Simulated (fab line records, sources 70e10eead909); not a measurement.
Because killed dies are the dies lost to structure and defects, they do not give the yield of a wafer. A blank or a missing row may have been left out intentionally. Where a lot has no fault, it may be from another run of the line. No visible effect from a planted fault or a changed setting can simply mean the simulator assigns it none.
fab line records | flow nandHarc
record lots=6 | wafers=18 | lastDay=24
route steps=1159 shown A_STAIRCASE@641 END@1159
lots untouched by any fault: they come from a run of this same line in which no faults occurred
startH: start of the lot's first displayed wafer, in hours after the record's first day | waitH: how many hours have passed since the lot's step before this one | " identical to the entry in the row above | L1.1+2: a row that stands for several wafers | - either no value or no given start | * or withheld: withheld | < > ~ a bound
route shown NAME@n: a module of which the file shows steps, and the number in the route of the first | usual: mean/standard deviation of fault-free wafers | same: alike in all rows | chamber/n: place in a boat | sites: readings site by site | _std_site: the values' standard deviation | _edge_site: the outer-site mean with the inner-site mean subtracted | radiusMm: for every site, how far away it sits from the centre of the wafer | mask NAME#n: copy n | behind: the most recent tool/chamber to have shaped the wafer | hold: why the lot went on hold/how many hours it stayed there/how the hold came to an end | device: the n, p or np transistor that did not switch | end of line: tests of these same wafers at the route's end | a step with no rows: only its recipe | killed: not the wafer's yield, but the dies lost to structure and defects at the first sort | map: a wafer's dies, x killed, . not, _ none there
set.NAME: the setting that was run; set.NAME@STEP: the one run at that earlier step | model.NAME: the simulator's own value behind a step, which no gauge read
lots seen at some steps along the route; tables by step, rows by wafer
services: the hour from which a tool's chamber was out of use, counted from the record's first day as startH (under 0 if before that day), plus the number of hours and why
## steps
# step NHARC_A_STAIRCASE_EXPOSE_247
# recipe na=0.5 | doseMj=25.34 | maskId=SDS_1
# step NHARC_A_STAIRCASE_PEB_248
# recipe pebTempC=115 | pebTimeS=130
# step NHARC_A_STAIRCASE_DEVELOP_249
# recipe timeS=140
# step NHARC_A_STAIRCASE_HARDBAKE_251
# recipe tempC=120 | timeS=140
# step NHARC_A_STAIRCASE_DESCUM_252
# recipe timeS=3 | o2FlowSccm=200 | arFlowSccm=0 | biasPowerW=0 | chemistry=O2
# usual drypumpMotorCurrentA=6.0/0.32 | oesProductAu=1.002/0.011 | rfVppV=57.9/0.83 | showerheadPlenumPTorr=1.96/0.095 | throttleValvePct=11.311/0.0092
lot.wafer | tool       | chamber | startH | waitH | drypumpMotorCurrentA | oesProductAu | rfHoursCounterH | rfVppV | showerheadPlenumPTorr | throttleValvePct
L951.2    | rieDiel-06 | 1       | 271.62 | -     | 6.0                  | 1.010        | 8               | 58.1   | 2.07                  | 11.291
L951.1    | "          | 2       | "      | "     | 5.5                  | 1.002        | 8               | 58.1   | 1.95                  | 11.303
L951.3    | "          | 3       | "      | "     | 6.0                  | 1.010        | 8               | 57.5   | 2.01                  | 11.309
L955.3    | rieDiel-10 | 3       | 300.29 | -     | 5.9                  | 1.001        | 43              | 57.8   | 1.76                  | 11.314
L955.1    | "          | 0       | "      | "     | 6.2                  | 1.014        | 36              | 58.3   | 2.02                  | 11.308
L955.2    | "          | 1       | "      | "     | 5.6                  | 0.997        | 46              | 57.2   | 2.06                  | 11.305
L957.3    | rieDiel-06 | 1       | 305.93 | -     | 6.0                  | 1.013        | 22              | 59.2   | 2.07                  | 11.320
L957.6    | "          | 2       | "      | "     | 5.5                  | 1.012        | -               | 57.5   | 1.95                  | 11.314
L957.5    | "          | 3       | "      | "     | 6.0                  | 1.011        | -               | 57.2   | 2.00                  | 11.304
L964.2    | rieDiel-06 | 3       | 343.42 | -     | 6.0                  | 1.016        | 37              | 59.0   | 2.00                  | 11.305
L964.5    | "          | 0       | "      | "     | 6.4                  | 0.983        | -               | 57.3   | 1.88                  | 11.326
L964.6    | "          | 1       | "      | "     | 6.0                  | 1.007        | -               | 57.8   | 2.06                  | 11.299
L968.1    | rieDiel-10 | 1       | 375.71 | -     | 5.7                  | 1.013        | 4               | 57.7   | 2.05                  | 11.314
L968.2    | "          | 2       | "      | "     | 6.3                  | 0.994        | 4               | 58.3   | 1.97                  | 11.318
L968.5    | "          | 1       | "      | "     | 5.7                  | 1.015        | -               | 58.5   | 2.05                  | 11.295
L970.3    | rieDiel-10 | 3       | 393.66 | -     | 5.9                  | 1.000        | 7               | 57.8   | 2.07                  | 11.325
L970.6    | "          | 3       | "      | "     | 6.0                  | 0.995        | -               | 58.2   | 2.07                  | 11.313
L970.5    | "          | 0       | "      | "     | 6.2                  | 1.012        | -               | 57.9   | 2.01                  | 11.316
# step NHARC_A_STAIRCASE_ETCH_253
# recipe targetDepthA=500 | timeS=20.2 | ionEnergyEv=400 | c4f8FlowSccm=20 | o2FlowSccm=10 | arFlowSccm=withheld | rfW=600 | biasW=1000 | chemistry=C4F8/O2
# usual oesProductAu=0.952/0.015 | rfVppV=899/6
lot.wafer | tool       | chamber | startH | waitH | oesProductAu | rfHoursCounterH | rfVppV
L951.2    | rieDiel-06 | 3       | 271.71 | 0.1   | 0.998        | 9               | 902
L951.3    | "          | 0       | "      | "     | 0.963        | 9               | 894
L951.1    | "          | 2       | "      | "     | 0.962        | 8               | 899
L955.3    | rieDiel-10 | 2       | 300.37 | 0.1   | 0.943        | 36              | 899
L955.2    | "          | 3       | "      | "     | 0.957        | 43              | 886
L955.1    | "          | 0       | "      | "     | 0.968        | 36              | 901
L957.3    | rieDiel-06 | 1       | 306.01 | 0.1   | 0.965        | 22              | 906
L957.5    | "          | 0       | "      | "     | 0.949        | -               | 896
L957.6    | "          | 1       | "      | "     | 0.973        | -               | 906
L964.2    | rieDiel-06 | 3       | 343.49 | 0.1   | 0.992        | 37              | 901
L964.6    | "          | 1       | "      | "     | 0.957        | -               | 905
L964.5    | "          | 2       | "      | "     | 0.989        | -               | 899
L968.2    | rieDiel-10 | 1       | 375.82 | 0.1   | 0.966        | 4               | 906
L968.1    | "          | 0       | "      | "     | 0.949        | 4               | 902
L968.5    | "          | 0       | "      | "     | 0.950        | -               | 903
L970.3    | rieDiel-10 | 3       | 393.84 | 0.2   | 0.933        | 7               | 905
L970.5    | "          | 1       | "      | "     | 0.944        | -               | 905
L970.6    | "          | 2       | "      | "     | 0.932        | -               | 897
# step NHARC_A_STAIRCASE_STRIP_254
# recipe powerW=1500 | tempC=250 | chemistry=O2
# usual drypumpMotorCurrentA=5.6/0.4 | heaterPowerW=323/42
lot.wafer | tool           | chamber | startH | waitH | drypumpMotorCurrentA | heaterPowerW | rfHoursCounterH
L951.1    | plasmaAsher-01 | 1       | 271.80 | -     | 4.9                  | 267          | 58
L951.2    | "              | 0       | "      | "     | 5.9                  | 359          | 58
L951.3    | "              | 1       | "      | "     | 4.9                  | 255          | -
L955.1    | plasmaAsher-02 | 0       | 300.46 | -     | 6.0                  | 301          | 38
L955.2    | "              | 1       | "      | "     | 5.6                  | 350          | 38
L955.3    | "              | 0       | "      | "     | 6.0                  | 303          | -
L957.3    | plasmaAsher-02 | 0       | 306.19 | -     | 6.0                  | 305          | -
L957.5    | "              | 0       | "      | "     | 5.9                  | 307          | -
L957.6    | "              | 1       | "      | "     | 5.5                  | 355          | -
L964.2    | plasmaAsher-01 | 0       | 343.62 | -     | 5.9                  | 385          | 21
L964.6    | "              | 1       | "      | "     | 4.9                  | 265          | -
L964.5    | "              | 0       | "      | "     | 5.9                  | 376          | -
L968.2    | plasmaAsher-01 | 0       | 375.92 | -     | 5.9                  | 376          | 34
L968.1    | "              | 1       | "      | "     | 4.9                  | 254          | 34
L968.5    | "              | 1       | "      | "     | 5.0                  | 263          | -
L970.3    | plasmaAsher-02 | 0       | 394.06 | -     | 5.9                  | 304          | -
L970.5    | "              | 1       | "      | "     | 5.6                  | 329          | -
L970.6    | "              | 0       | "      | "     | 6.0                  | 292          | -
# step NHARC_A_STAIRCASE_STRIP_255
# recipe timeS=900 | tempC=130 | chemistry=SPM
# step NHARC_A_STAIRCASE_PRECLEAN_256
# recipe timeS=* | tempC=50 | bathAgeMin=0 | chemistry=SC1
# step NHARC_A_STAIRCASE_SRD_257
# step NHARC_A_STAIRCASE_HM_DEP_456
# recipe targetThkA=15000 | tempC=400 | material=aC
# usual susceptorTempC=399.89/0.25 | throttleValvePct=35.000/0.0093
lot.wafer | tool      | chamber | startH | waitH | susceptorTempC | throttleValvePct
L951.1    | aclDep-02 | 0       | 273.24 | -     | -              | 35.002
L951.2    | "         | 0       | "      | "     | -              | 35.016
L951.3    | "         | 0       | "      | "     | -              | 35.013
L955.1    | aclDep-03 | 0       | 306.26 | -     | 399.60         | 34.991
L955.2    | "         | 0       | "      | "     | 399.96         | 34.995
L955.3    | "         | 0       | "      | "     | 399.54         | 34.994
L957.3    | aclDep-01 | 0       | 309.90 | -     | 399.84         | 35.003
L957.5    | "         | 0       | "      | "     | 400.04         | 34.994
L957.6    | "         | 0       | "      | "     | 399.79         | 35.005
L964.2    | aclDep-02 | 0       | 345.87 | -     | 399.54         | 34.984
L964.5    | "         | 0       | "      | "     | 399.62         | 34.995
L964.6    | "         | 0       | "      | "     | 399.63         | 34.985
L968.1    | aclDep-02 | 0       | 376.73 | -     | 400.09         | 34.994
L968.2    | "         | 0       | "      | "     | 399.90         | 35.005
L968.5    | "         | 0       | "      | "     | 400.02         | 34.994
L970.3    | aclDep-03 | 0       | 395.34 | -     | -              | 35.003
L970.5    | "         | 0       | "      | "     | -              | 34.992
L970.6    | "         | 0       | "      | "     | -              | 34.988
# step NHARC_A_STAIRCASE_DEP_259
# recipe targetThkA=300 | targetThkNm=30 | tempC=400 | pressureTorr=3.5 | flowSccm=200 | rfW=350 | material=SiON
# usual chamberPressureTorr=3.500/0.0075 | heaterPowerOuterW=455/56 | heaterPowerW=745/72
lot.wafer | tool     | chamber | startH | waitH | chamberPressureTorr | heaterPowerOuterW | heaterPowerW
L951.2    | pecvd-01 | 2       | 275.08 | 1.2   | 3.507               | 460               | 707
L951.1    | "        | 0       | "      | "     | 3.500               | 401               | 682
L951.3    | "        | 1       | "      | "     | 3.492               | 446               | 730
L955.3    | pecvd-04 | 0       | 308.19 | 1.0   | 3.512               | 534               | 873
L955.2    | "        | 1       | "      | "     | 3.522               | 548               | 864
L955.1    | "        | 2       | "      | "     | 3.506               | 434               | 726
L957.3    | pecvd-04 | 1       | 311.22 | 1.0   | 3.497               | 549               | 882
L957.6    | "        | 2       | "      | "     | 3.492               | 387               | 671
L957.5    | "        | 1       | "      | "     | 3.508               | 538               | 856
L964.2    | pecvd-04 | 0       | 347.51 | 1.3   | 3.499               | 479               | 792
L964.6    | "        | 1       | "      | "     | 3.503               | 465               | 736
L964.5    | "        | 0       | "      | "     | 3.501               | 485               | 822
L968.1    | pecvd-01 | 2       | 378.59 | 1.6   | -                   | -                 | -
L968.2    | "        | 0       | "      | "     | -                   | -                 | -
L968.5    | "        | 2       | "      | "     | -                   | -                 | -
L970.3    | pecvd-04 | 0       | 396.61 | 1.0   | -                   | -                 | -
L970.6    | "        | 2       | "      | "     | -                   | -                 | -
L970.5    | "        | 1       | "      | "     | -                   | -                 | -
# step NHARC_A_STAIRCASE_DEHYDRATE_281
# recipe tempC=150 | timeS=120
# step NHARC_END_SORT_01
# recipe tempC=25
# usual killedAtArray=28/10 | killedAtOther=0.5/0.82 | killedAtPeriphery=3.4/2.2 | killedDies=31/10 | killedOpen=3.4/1.9 | killedShort=1.9/1.3
# same grossDies=677
lot.wafer | tool      | chamber | startH | waitH | killedAtArray | killedAtOther | killedAtPeriphery | killedDies | killedOpen | killedShort
L968.1    | prober-02 | 0       | 573.13 | 2.5   | 675           | 0             | 2                 | 677        | 3          | 0
L968.2    | prober-02 | 0       | 573.94 | 2.8   | 673           | 2             | 2                 | 677        | 2          | 3
L968.5    | prober-02 | 0       | 576.35 | 3.7   | 675           | 1             | 1                 | 677        | 3          | 2
L970.3    | prober-01 | 0       | 578.58 | 3.1   | 677           | 0             | 0                 | 677        | 3          | 2
L970.5    | prober-01 | 0       | 580.19 | 3.7   | 674           | 0             | 3                 | 677        | 2          | 3
L970.6    | prober-01 | 0       | 580.99 | 4.0   | 672           | 0             | 5                 | 677        | 4          | 3
# killed by level:class
L968.1 A_STAIRCASE:areaDep=628 A_CHANNEL_HOLE_D1:chamberFilmFlake=24 A_SLIT:chamberFilmFlake=16 A_STAIRCASE:chamberFilmFlake=3 A_CONTACT:chamberFilmFlake=3 P_CONTACT:geometricParticle:open=2 A_CONTACT:geometricParticle:open=1
L968.2 A_STAIRCASE:areaDep=634 A_CHANNEL_HOLE_D1:chamberFilmFlake=23 A_SLIT:chamberFilmFlake=9 A_CONTACT:chamberFilmFlake=4 P_GATE:geometricParticle:short=1 P_GATE:geometricParticle:open=1 A_CHANNEL_FILL_D1:geometricParticle:short=1 A_M0:geometricParticle:open=1
L968.5 A_STAIRCASE:areaDep=636 A_CHANNEL_HOLE_D1:chamberFilmFlake=16 A_SLIT:chamberFilmFlake=12 A_CONTACT:chamberFilmFlake=5 A_STAIRCASE:chamberFilmFlake=2 P_CONTACT:geometricParticle:open=1 A_ONON_D1:geometricParticle:short=1 A_WL_FILL:geometricParticle:short=1
L970.3 A_STAIRCASE:areaDep=654 A_SLIT:chamberFilmFlake=8 A_CHANNEL_HOLE_D1:chamberFilmFlake=6 A_CONTACT:geometricParticle:open=2 A_CONTACT:chamberFilmFlake=2 A_SGD_CUT:geometricParticle:short=1 A_M0:geometricParticle:short=1 A_M0:geometricParticle:open=1
L970.5 A_STAIRCASE:areaDep=644 A_SLIT:chamberFilmFlake=11 A_CHANNEL_HOLE_D1:chamberFilmFlake=10 A_CONTACT:chamberFilmFlake=5 P_GATE:geometricParticle:open=1 P_M0:geometricParticle:short=1 A_SOURCE_PLATE:geometricParticle:short=1 A_CHANNEL_FILL_D1:geometricParticle:open=1
L970.6 A_STAIRCASE:areaDep=622 A_SLIT:chamberFilmFlake=20 A_CONTACT:chamberFilmFlake=12 A_CHANNEL_HOLE_D1:chamberFilmFlake=8 P_GATE:chamberFilmFlake=3 A_WL_FILL:chamberFilmFlake=3 A_STAIRCASE:chamberFilmFlake=2 P_GATE:geometricParticle:open=1
# map L968.1 (x killed, . not)
____________x____________
_________xxxxxxx_________
_______xxxxxxxxxxx_______
______xxxxxxxxxxxxx______
_____xxxxxxxxxxxxxxx_____
____xxxxxxxxxxxxxxxxx____
____xxxxxxxxxxxxxxxxx____
___xxxxxxxxxxxxxxxxxxx___
___xxxxxxxxxxxxxxxxxxx___
__xxxxxxxxxxxxxxxxxxxxx__
__xxxxxxxxxxxxxxxxxxxxx__
_xxxxxxxxxxxxxxxxxxxxxxx_
_xxxxxxxxxxxxxxxxxxxxxxx_
_xxxxxxxxxxxxxxxxxxxxxxx_
_xxxxxxxxxxxxxxxxxxxxxxx_
_xxxxxxxxxxxxxxxxxxxxxxx_
xxxxxxxxxxxxxxxxxxxxxxxxx
xxxxxxxxxxxxxxxxxxxxxxxxx
xxxxxxxxxxxxxxxxxxxxxxxxx
xxxxxxxxxxxxxxxxxxxxxxxxx
xxxxxxxxxxxxxxxxxxxxxxxxx
_xxxxxxxxxxxxxxxxxxxxxxx_
_xxxxxxxxxxxxxxxxxxxxxxx_
_xxxxxxxxxxxxxxxxxxxxxxx_
_xxxxxxxxxxxxxxxxxxxxxxx_
_xxxxxxxxxxxxxxxxxxxxxxx_
__xxxxxxxxxxxxxxxxxxxxx__
__xxxxxxxxxxxxxxxxxxxxx__
___xxxxxxxxxxxxxxxxxxx___
___xxxxxxxxxxxxxxxxxxx___
____xxxxxxxxxxxxxxxxx____
____xxxxxxxxxxxxxxxxx____
_____xxxxxxxxxxxxxxx_____
______xxxxxxxxxxxxx______
_______xxxxxxxxxxx_______
_________xxxxxxx_________
____________x____________
# map L970.3 (x killed, . not)
____________x____________
_________xxxxxxx_________
_______xxxxxxxxxxx_______
______xxxxxxxxxxxxx______
_____xxxxxxxxxxxxxxx_____
____xxxxxxxxxxxxxxxxx____
____xxxxxxxxxxxxxxxxx____
___xxxxxxxxxxxxxxxxxxx___
___xxxxxxxxxxxxxxxxxxx___
__xxxxxxxxxxxxxxxxxxxxx__
__xxxxxxxxxxxxxxxxxxxxx__
_xxxxxxxxxxxxxxxxxxxxxxx_
_xxxxxxxxxxxxxxxxxxxxxxx_
_xxxxxxxxxxxxxxxxxxxxxxx_
_xxxxxxxxxxxxxxxxxxxxxxx_
_xxxxxxxxxxxxxxxxxxxxxxx_
xxxxxxxxxxxxxxxxxxxxxxxxx
xxxxxxxxxxxxxxxxxxxxxxxxx
xxxxxxxxxxxxxxxxxxxxxxxxx
xxxxxxxxxxxxxxxxxxxxxxxxx
xxxxxxxxxxxxxxxxxxxxxxxxx
_xxxxxxxxxxxxxxxxxxxxxxx_
_xxxxxxxxxxxxxxxxxxxxxxx_
_xxxxxxxxxxxxxxxxxxxxxxx_
_xxxxxxxxxxxxxxxxxxxxxxx_
_xxxxxxxxxxxxxxxxxxxxxxx_
__xxxxxxxxxxxxxxxxxxxxx__
__xxxxxxxxxxxxxxxxxxxxx__
___xxxxxxxxxxxxxxxxxxx___
___xxxxxxxxxxxxxxxxxxx___
____xxxxxxxxxxxxxxxxx____
____xxxxxxxxxxxxxxxxx____
_____xxxxxxxxxxxxxxx_____
______xxxxxxxxxxxxx______
_______xxxxxxxxxxx_______
_________xxxxxxx_________
____________x____________
## services
tool           | chamber | startH | hours | kind
rieDiel-06     | 0       | 250.43 | -     | clean
rieDiel-06     | 0       | 250.43 | -     | consumableReplace:focusRing
rieDiel-06     | 1       | 250.43 | -     | clean
rieDiel-06     | 1       | 250.43 | -     | consumableReplace:showerhead
rieDiel-06     | 2       | 250.43 | -     | clean
rieDiel-06     | 3       | 250.43 | -     | clean
rieDiel-10     | 0       | 259.12 | -     | clean
rieDiel-10     | 1       | 259.12 | -     | clean
rieDiel-10     | 2       | 259.12 | -     | clean
plasmaAsher-01 | -       | 264.76 | 2.6   | repair
plasmaAsher-01 | -       | 276.00 | 9.0   | pm
aclDep-01      | -       | 295.04 | 13.0  | pm
rieDiel-10     | -       | 310.41 | 0.8   | repair
pecvd-04       | -       | 314.10 | 1.7   | repair
pecvd-01       | 2       | 314.69 | 31.1  | repair
pecvd-01       | -       | 333.80 | 6.2   | repair
aclDep-02      | -       | 351.60 | 13.0  | pm
rieDiel-10     | -       | 353.53 | 9.0   | pm
plasmaAsher-02 | -       | 360.52 | 9.0   | pm
rieDiel-10     | 3       | 367.24 | 13.3  | repair
pecvd-04       | -       | 377.58 | 13.0  | pm
rieDiel-10     | 1       | 386.81 | 5.0   | repair
rieDiel-06     | -       | 390.24 | 1.4   | repair
pecvd-01       | -       | 395.62 | 1.7   | repair
## key
firstSign step=NHARC_A_STAIRCASE_DEP_259 | reading=toolRecord | direction=missing
effect step=NHARC_END_SORT_01 | reading=killedAtArray | direction=up | sigmas=63 | usual=28 | struck=674
moreKillsBornAt NHARC_A_STAIRCASE_DEP_259@pecvd-04=1920 | NHARC_A_STAIRCASE_DEP_259@pecvd-01=1898
metAt NHARC_A_STAIRCASE_DEP_259
struckWafers L968.1,L968.2,L968.5,L970.3,L970.5,L970.6
laterRowsLeftOut L968.1,L968.2,L968.5,L970.3,L970.5,L970.6
testerLeftOut L968,L970
onsetBetween 347.51 378.59
fault kind=skippedStepWhole | tool=pecvd-01,pecvd-04 | chamber=- | onsetH=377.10 | steps=NHARC_A_STAIRCASE_DEP_259 | scope=struckLotsOnly
# testerLeftOut: of these lots the tester's yield and bins aren't shown, on N5 and GAA mostly nor the transistor test; their killed dies are dies lost to structure and defects alone, not to doping, threshold or leakage, so they don't give the yield
# laterRowsLeftOut: the simulator's readings of these wafers behind a module that went badly wrong aren't trusted and aren't shown, but for the sort
